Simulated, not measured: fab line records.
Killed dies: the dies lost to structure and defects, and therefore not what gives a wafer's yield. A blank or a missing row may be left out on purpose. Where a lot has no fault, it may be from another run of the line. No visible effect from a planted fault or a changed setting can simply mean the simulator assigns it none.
fab line records	flow n5_finfet
record: lots: 7	wafers: 39
route steps=1938 shown BEOL_M8@1377 BEOL_M10@1509
start_h: hours from the record's opening day to when the first of the lot's shown wafers began	wait_h: how many hours have passed since the lot's step before this one	" as in the row above	L1.1+2: several wafers, shown together as one row	- either no value or no given start	* or withheld: withheld	< > ~ a bound
route shown NAME@n: NAME is a module with steps in the file, n the number in the route of the first one	usual: the fault-free wafers' mean and standard deviation	same: alike in all rows	chamber/n: place in a boat	sites: the reading at each site	_std_site: their standard deviation	_edge_site: mean of outer sites minus mean of inner sites	radius_mm: how far each site lies from the wafer's centre	mask NAME#n: copy n	behind: the most recent tool/chamber to have shaped the wafer	hold: why the lot went on hold/how many hours it stayed there/how the hold came to an end	device: the transistor (n, p or np) that didn't switch	end of line: the same wafers' tests at the end of the route	a step with no rows: only its recipe	killed: count of dies lost to structure and defects at first sort (not the wafer's yield)	map: dies across one wafer; x = killed, . = not, _ = none there
set.NAME: the run value of the setting; set.NAME@STEP: its run value at that earlier step	model.NAME: the simulator's own value behind a step, which no gauge read
one table per step and one row per wafer, for lots whose settings were changed on purpose
== steps ==
step: N5_BEOL_M8_TRENCH_ETCH_37
recipe: chemistry: C4F6/O2	target_depth_a: 934.78	target: SiCOH_lowk	time_s: 31.2	ion_energy_ev: 250	pressure_mtorr: 30	source_w: 345	bias_w: 185	Ar_flow_sccm: 300	C4F6_flow_sccm: 10	O2_flow_sccm: 10
lot.wafer	tool	chamber	start_h	wait_h	set.time_s	model.etch.depth_nm	model.BEOL_M8.feature_depth_nm	model.TiN_of_BEOL_M8_HM_DEP_02.thk_nm
L082.1	rie_diel-01	2	-	-	31.2	92.09	92	17.6
L082.2	"	0	"	"	31.2	95.05	95	17.2
L082.3	"	3	"	"	49	149.7	149.8	15.2
L082.4	"	1	"	"	49	144.9	144.8	15.4
L082.5	"	3	"	"	49	150.5	150.4	15.8
L082.6	"	0	"	"	31.2	94.32	94.4	16.8
L083.1	rie_diel-01	1	-	-	47.51	140.1	140	15.6
L083.2	"	2	"	"	31.2	91.08	91	16.8
L083.3	"	0	"	"	47.51	142.4	142.4	15.8
L083.4	"	3	"	"	31.2	94.62	94.6	17.4
L083.5	"	0	"	"	31.2	93.86	93.8	17
L083.6	"	3	"	"	47.51	144.2	144.2	16
L087.1	rie_diel-04	2	-	-	31.2	92.57	92.6	17.2
L087.2	"	0	"	"	44.75	135.3	135.2	16.2
L087.3	"	3	"	"	31.2	90.67	90.6	17.6
L087.4	"	1	"	"	44.75	132.7	132.6	15.6
L087.5	"	0	"	"	44.75	135.8	135.8	16.2
L087.6	"	1	"	"	31.2	92.43	92.4	17.6
L090.1	rie_diel-05	1	-	-	31.2	89.08	89	17
L090.4	"	0	"	"	31.2	94.23	94.2	17.6
L090.5	"	2	"	"	31.2	94.92	95	17.4
L091.1	rie_diel-05	1	-	-	48.17	136.1	136	16.4
L091.2	"	0	"	"	48.17	141.7	141.6	15.4
L091.3	"	2	"	"	31.2	93.94	94	17.2
L091.4	"	3	"	"	31.2	93.21	93.2	17
L091.5	"	2	"	"	31.2	94.27	94.2	17.6
L091.6	"	1	"	"	48.17	136	136	16
L093.1	rie_diel-04	2	-	-	31.2	92.26	92.2	17.4
L093.2	"	1	"	"	15.15	45.05	45	19
L093.3	"	0	"	"	31.2	93.59	93.6	17.4
L093.4	"	0	"	"	31.2	93.51	93.6	17.6
L093.5	"	2	"	"	15.15	44.95	45	18.6
L093.6	"	1	"	"	15.15	44.94	45	19
L095.1	rie_diel-04	3	-	-	21.05	63.85	63.8	18.6
L095.2	"	1	"	"	31.2	92.66	92.6	17.8
L095.3	"	0	"	"	21.05	62.46	62.4	18.4
L095.4	"	1	"	"	21.05	62.03	62	18.4
L095.5	"	3	"	"	31.2	95.02	95	17.4
L095.6	"	0	"	"	31.2	93.35	93.4	17.6
step: N5_BEOL_M8_ETCH_41
recipe: chemistry: CH3F/O2	target: SiCN	target_depth_a: 319	taper_deg: 2	time_s: 57.8	ion_energy_ev: 120	mask_material: TiN	pressure_mtorr: 30	source_w: 395	bias_w: 75	Ar_flow_sccm: 150	CH3F_flow_sccm: 30	O2_flow_sccm: 20
step: N5_BEOL_M8_STRIP_80
recipe: chemistry: N2/H2	time_s: 10	power_w: 450	temp_c: 40	pressure_mtorr: 20	rf_frequency_hz: 6e+07	bias_power_w: 7	n2_flow_sccm: 200	h2_flow_sccm: 200
step: N5_BEOL_M8_OCD_MEAS_38
usual: trench_depth_nm: 93.1/2.1
lot.wafer	tool	chamber	start_h	wait_h	set.time_s@BEOL_M8_TRENCH_ETCH_37	trench_depth_nm
L082.1	ocd-01	-	247.06	-	31.2	92.8
L082.2	"	-	"	"	31.2	94.8
L082.3	"	-	"	"	49	149.6
L082.4	"	-	"	"	49	145.2
L082.5	"	-	"	"	49	150.4
L082.6	"	-	"	"	31.2	94.6
L083.1	ocd-01	-	254.46	-	47.51	140.2
L083.2	"	-	"	"	31.2	90.8
L083.3	"	-	"	"	47.51	142.9
L083.4	"	-	"	"	31.2	94.4
L083.5	"	-	"	"	31.2	94.3
L083.6	"	-	"	"	47.51	144.9
L087.1	ocd-01	-	278.86	-	31.2	92.7
L087.2	"	-	"	"	44.75	136.0
L087.3	"	-	"	"	31.2	91.2
L087.4	"	-	"	"	44.75	132.4
L087.5	"	-	"	"	44.75	135.9
L087.6	"	-	"	"	31.2	92.2
L090.1	ocd-01	-	296.81	-	31.2	88.8
L090.4	"	-	"	"	31.2	94.4
L090.5	"	-	"	"	31.2	94.9
L091.1	ocd-01	-	297.35	-	48.17	-
L091.2	"	-	"	"	48.17	141.9
L091.3	"	-	"	"	31.2	-
L091.4	"	-	"	"	31.2	93.3
L091.5	"	-	"	"	31.2	-
L091.6	"	-	"	"	48.17	136.2
L093.1	ocd-01	-	314.04	-	31.2	92.4
L093.2	"	-	"	"	15.15	45.0
L093.3	"	-	"	"	31.2	93.7
L093.4	"	-	"	"	31.2	93.8
L093.5	"	-	"	"	15.15	45.2
L093.6	"	-	"	"	15.15	45.4
L095.1	ocd-02	-	335.26	-	21.05	64.0
L095.2	"	-	"	"	31.2	92.2
L095.3	"	-	"	"	21.05	62.3
L095.4	"	-	"	"	21.05	62.1
L095.5	"	-	"	"	31.2	95.0
L095.6	"	-	"	"	31.2	93.6
step: N5_BEOL_M8_HM_STRIP_39
recipe: chemistry: peroxide_tin_strip	material: TiN	target_depth_a: 250	temp_c: 50	time_s: 158
step: N5_BEOL_M8_SRD_40
recipe: time_s: 30	temp_c: 23	rinse_liquid: diw	dry: ipa_marangoni
step: N5_BEOL_M8_ECD_50
recipe: material: Cu	target_thk_a: 3000
step: N5_BEOL_M8_ANNEAL_51
recipe: temp_c: 225	time_s: 90	ambient: N2
step: N5_BEOL_M8_CMP_52
recipe: stop_on: SiCOH_lowk	t_overpolish_s: 6.9	down_force_psi: 1	platen_rpm: 50	clearing_platen_down_force_psi: 1.5	clearing_platen_rpm: 50	post_cmp_clean: cu_alkaline	target_thk_nm: 80	clearing_platen_pad_velocity_m_s: 0.99484	pad_velocity_m_s: 0.99484
lot.wafer	tool	chamber	start_h	wait_h	set.time_s@BEOL_M8_TRENCH_ETCH_37	model.Cu_of_BEOL_M8_ECD_50.thk_nm
L082.2	cmp-04	2	249.52	0.2	31.2	78.2
L082.4	"	3	"	"	49	132.2
L082.3	"	0	"	"	49	136.8
L082.1	"	1	"	"	31.2	81.2
L082.6	"	2	"	"	31.2	79.6
L082.5	"	3	"	"	49	136
L083.4	cmp-01	3	256.65	0.1	31.2	82.2
L083.3	"	0	"	"	47.51	127.8
L083.2	"	1	"	"	31.2	78.2
L083.1	"	2	"	"	47.51	126.4
L083.6	"	3	"	"	47.51	131.6
L083.5	"	0	"	"	31.2	78
L087.3	cmp-04	0	281.24	0.2	31.2	77
L087.2	"	1	"	"	44.75	123.8
L087.4	"	2	"	"	44.75	115.6
L087.1	"	3	"	"	31.2	78.6
L087.5	"	0	"	"	44.75	121
L087.6	"	1	"	"	31.2	81.8
L090.1	cmp-02	0	299.64	0.3	31.2	75.6
L090.4	"	1	"	"	31.2	83.8
L090.5	"	3	"	"	31.2	81.6
L091.2	cmp-02	1	300.14	0.2	48.17	130
L091.4	"	2	"	"	31.2	80
L091.3	"	3	"	"	31.2	78.8
L091.1	"	0	"	"	48.17	122.8
L091.5	"	1	"	"	31.2	83.4
L091.6	"	2	"	"	48.17	123.2
L093.3	cmp-02	2	316.13	0.2	31.2	80.8
L093.4	"	3	"	"	31.2	80
L093.1	"	0	"	"	31.2	79.4
L093.2	"	1	"	"	15.15	32.8
L093.5	"	2	"	"	15.15	32.4
L093.6	"	3	"	"	15.15	31.8
L095.3+1	cmp-02	0,3	338.78	0.2	21.05	49
L095.4	"	1	"	"	21.05	50.6
L095.2	"	2	"	"	31.2	77.8
L095.5	"	0	"	"	31.2	80.6
L095.6	"	1	"	"	31.2	82.2
step: N5_BEOL_M8_THK_MEAS_53
recipe: thk_meas_gauge: xrf	reads: Cu_of_BEOL_M8_ECD_50
usual: M8_THK: 80.7/2.7
lot.wafer	tool	chamber	start_h	wait_h	set.time_s@BEOL_M8_TRENCH_ETCH_37	M8_THK[nm]
L082.1	film_metro-01	-	249.81	-	31.2	82.0
L082.2	"	-	"	"	31.2	79.3
L082.3	"	-	"	"	49	138.4
L082.4	"	-	"	"	49	133.5
L082.5	"	-	"	"	49	137.9
L082.6	"	-	"	"	31.2	80.1
L083.1	film_metro-01	-	256.95	-	47.51	128.1
L083.2	"	-	"	"	31.2	79.2
L083.3	"	-	"	"	47.51	129.8
L083.4	"	-	"	"	31.2	83.4
L083.5	"	-	"	"	31.2	79.0
L083.6	"	-	"	"	47.51	133.4
L087.1	film_metro-01	-	281.53	-	31.2	78.4
L087.2	"	-	"	"	44.75	123.1
L087.3	"	-	"	"	31.2	76.9
L087.4	"	-	"	"	44.75	115.7
L087.5	"	-	"	"	44.75	120.4
L087.6	"	-	"	"	31.2	81.6
L090.1	film_metro-01	-	299.89	-	31.2	76.1
L090.4	"	-	"	"	31.2	84.5
L090.5	"	-	"	"	31.2	82.0
L091.1	film_metro-01	-	300.43	-	48.17	-
L091.2	"	-	"	"	48.17	130.0
L091.3	"	-	"	"	31.2	-
L091.4	"	-	"	"	31.2	80.2
L091.5	"	-	"	"	31.2	-
L091.6	"	-	"	"	48.17	123.5
L093.1	film_metro-01	-	316.43	-	31.2	79.3
L093.2	"	-	"	"	15.15	32.9
L093.3	"	-	"	"	31.2	80.7
L093.4	"	-	"	"	31.2	80.4
L093.5	"	-	"	"	15.15	32.5
L093.6	"	-	"	"	15.15	32.0
L095.1	film_metro-01	-	339.08	-	21.05	49.6
L095.2	"	-	"	"	31.2	78.7
L095.3	"	-	"	"	21.05	49.6
L095.4	"	-	"	"	21.05	51.3
L095.5	"	-	"	"	31.2	81.1
L095.6	"	-	"	"	31.2	83.2
step: N5_BEOL_M8_PRE_CLEAN_55
recipe: gas: NH3	time_s: 15	temp_c: withheld	rf_power_w: 300
step: N5_BEOL_M8_DEP_56
recipe: material: SiCN	target_thk_a: 100	temp_c: withheld	precursor: 3MS/NH3	pressure_torr: 3	rf_w: 202	time_s: 17.5
step: N5_BEOL_M8_RS_MEAS_57
recipe: thk_meas_gauge: four-point-probe	reads: Cu_of_BEOL_M8_ECD_50+Co_of_BEOL_M8_CVD_78+TaN_of_BEOL_M8_ALD_77
usual: M8_RS: 0.286/0.011
lot.wafer	tool	chamber	start_h	wait_h	set.time_s@BEOL_M8_TRENCH_ETCH_37	M8_RS[ohm/sq]
L082.1	film_metro-01	-	249.97	0.1	31.2	0.281
L082.2	"	-	"	"	31.2	0.292
L082.3	"	-	"	"	49	0.155
L082.4	"	-	"	"	49	0.161
L082.5	"	-	"	"	49	0.156
L082.6	"	-	"	"	31.2	0.288
L083.1	film_metro-01	-	257.08	0.1	47.51	0.169
L083.2	"	-	"	"	31.2	0.293
L083.3	"	-	"	"	47.51	0.167
L083.4	"	-	"	"	31.2	0.277
L083.5	"	-	"	"	31.2	0.294
L083.6	"	-	"	"	47.51	0.162
L087.1	film_metro-01	-	281.67	0.1	31.2	0.292
L087.2	"	-	"	"	44.75	0.173
L087.3	"	-	"	"	31.2	0.299
L087.4	"	-	"	"	44.75	0.187
L087.5	"	-	"	"	44.75	0.177
L087.6	"	-	"	"	31.2	0.278
L090.1	film_metro-01	-	300.03	0.1	31.2	0.306
L090.4	"	-	"	"	31.2	0.270
L090.5	"	-	"	"	31.2	0.279
L091.1	film_metro-01	-	300.56	0.1	48.17	-
L091.2	"	-	"	"	48.17	0.164
L091.3	"	-	"	"	31.2	-
L091.4	"	-	"	"	31.2	0.286
L091.5	"	-	"	"	31.2	-
L091.6	"	-	"	"	48.17	0.174
L093.1	film_metro-01	-	316.57	0.1	31.2	0.289
L093.2	"	-	"	"	15.15	0.872
L093.3	"	-	"	"	31.2	0.282
L093.4	"	-	"	"	31.2	0.286
L093.5	"	-	"	"	15.15	0.882
L093.6	"	-	"	"	15.15	0.908
L095.1	film_metro-01	-	339.21	0.1	21.05	0.517
L095.2	"	-	"	"	31.2	0.295
L095.3	"	-	"	"	21.05	0.519
L095.4	"	-	"	"	21.05	0.495
L095.5	"	-	"	"	31.2	0.284
L095.6	"	-	"	"	31.2	0.276
step: N5_BEOL_M10_VIA_ETCH_34
recipe: chemistry: C4F6/O2	target: SiCOH_lowk	target_depth_a: 1845	mask_material: SOC	taper_deg: 4	time_s: 69.2	ion_energy_ev: 250	pressure_mtorr: 30	source_w: 345	bias_w: 185	Ar_flow_sccm: 300	C4F6_flow_sccm: 10	O2_flow_sccm: 10
lot.wafer	tool	chamber	start_h	wait_h	set.time_s	model.etch.depth_nm	model.SOC_of_BEOL_M10_COAT_63.thk_nm
L082.1	rie_diel-05	0	263.40	0.0	69.2	181.4	93
L082.2	"	3	"	"	69.2	183.2	92.6
L082.3	"	2	"	"	69.2	186.1	92.2
L082.4	"	0	"	"	69.2	181.8	93
L082.5	"	2	"	"	69.2	186.4	92.2
L082.6	"	3	"	"	69.2	181.4	92.8
L083.1	rie_diel-01	1	268.87	0.0	69.2	179.4	91.6
L083.2	"	0	"	"	81.09	214.7	90.6
L083.3	"	2	"	"	81.09	206.4	90.8
L083.4	"	3	"	"	69.2	186.1	91.4
L083.5	"	3	"	"	69.2	184.1	92.2
L083.6	"	0	"	"	81.09	213.6	90.6
L087.1	rie_diel-01	1	292.64	0.0	69.2	180.5	91.8
L087.2	"	0	"	"	69.2	184.3	91.4
L087.3	"	2	"	"	69.2	179.2	92
L087.4	"	3	"	"	92.96	251.9	88.6
L087.5	"	0	"	"	92.96	246.3	88.6
L087.6	"	3	"	"	92.96	250	88.6
L090.1	rie_diel-01	1	313.78	0.0	69.2	180.6	92.6
L090.4	"	0	"	"	69.2	184.5	92.6
L090.5	"	3	"	"	69.2	184.6	92.6
L091.1	rie_diel-04	2	314.22	0.0	69.2	179.2	92.4
L091.2	"	1	"	"	69.2	180	92.6
L091.3	"	0	"	"	52.55	139.4	94.2
L091.4	"	1	"	"	52.55	137.1	94.4
L091.5	"	0	"	"	69.2	183.6	92.6
L091.6	"	2	"	"	52.55	136.3	94.6
L093.1	rie_diel-01	2	332.60	0.0	69.2	178.8	92.2
L093.2	"	3	"	"	69.2	185.7	92
L093.3	"	0	"	"	69.2	185.4	92
L093.4	"	0	"	"	69.2	183.9	92
L093.5	"	2	"	"	69.2	179.5	92.4
L093.6	"	3	"	"	69.2	186.1	92.2
L095.1	rie_diel-01	0	350.85	0.0	69.2	185	92.6
L095.2	"	2	"	"	69.2	179.2	92.6
L095.3	"	3	"	"	106.8	284.5	87.8
L095.4	"	3	"	"	106.8	286.6	88
L095.5	"	2	"	"	106.8	274.5	88.2
L095.6	"	0	"	"	69.2	184.3	92.2
== key ==
split: step: N5_BEOL_M8_TRENCH_ETCH_37	setting: time_s	stated: 31.2	by: wafer
response: step: N5_BEOL_M8_TRENCH_ETCH_37	reading: model.etch.depth_nm	change: +0.923	per: 1%	r: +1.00
response: step: N5_BEOL_M8_TRENCH_ETCH_37	reading: model.BEOL_M8.feature_depth_nm	change: +0.922	per: 1%	r: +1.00
response: step: N5_BEOL_M8_TRENCH_ETCH_37	reading: model.TiN_of_BEOL_M8_HM_DEP_02.thk_nm	change: -0.0276	per: 1%	r: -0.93
response: step: N5_BEOL_M8_OCD_MEAS_38	reading: trench_depth_nm	change: +0.941	per: 1%	r: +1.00
response: step: N5_BEOL_M8_CMP_52	reading: model.Cu_of_BEOL_M8_ECD_50.thk_nm	change: +0.921	per: 1%	r: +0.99
response: step: N5_BEOL_M8_THK_MEAS_53	reading: M8_THK	change: +0.943	per: 1%	r: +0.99
response: step: N5_BEOL_M8_RS_MEAS_57	reading: M8_RS	shape: bent	at_lowest: 0.887	at_stated: 0.287	at_highest: 0.157
split: step: N5_BEOL_M10_VIA_ETCH_34	setting: time_s	stated: 69.2	by: wafer
response: step: N5_BEOL_M10_VIA_ETCH_34	reading: model.etch.depth_nm	change: +1.85	per: 1%	r: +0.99
response: step: N5_BEOL_M10_VIA_ETCH_34	reading: model.SOC_of_BEOL_M10_COAT_63.thk_nm	change: -0.0826	per: 1%	r: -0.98
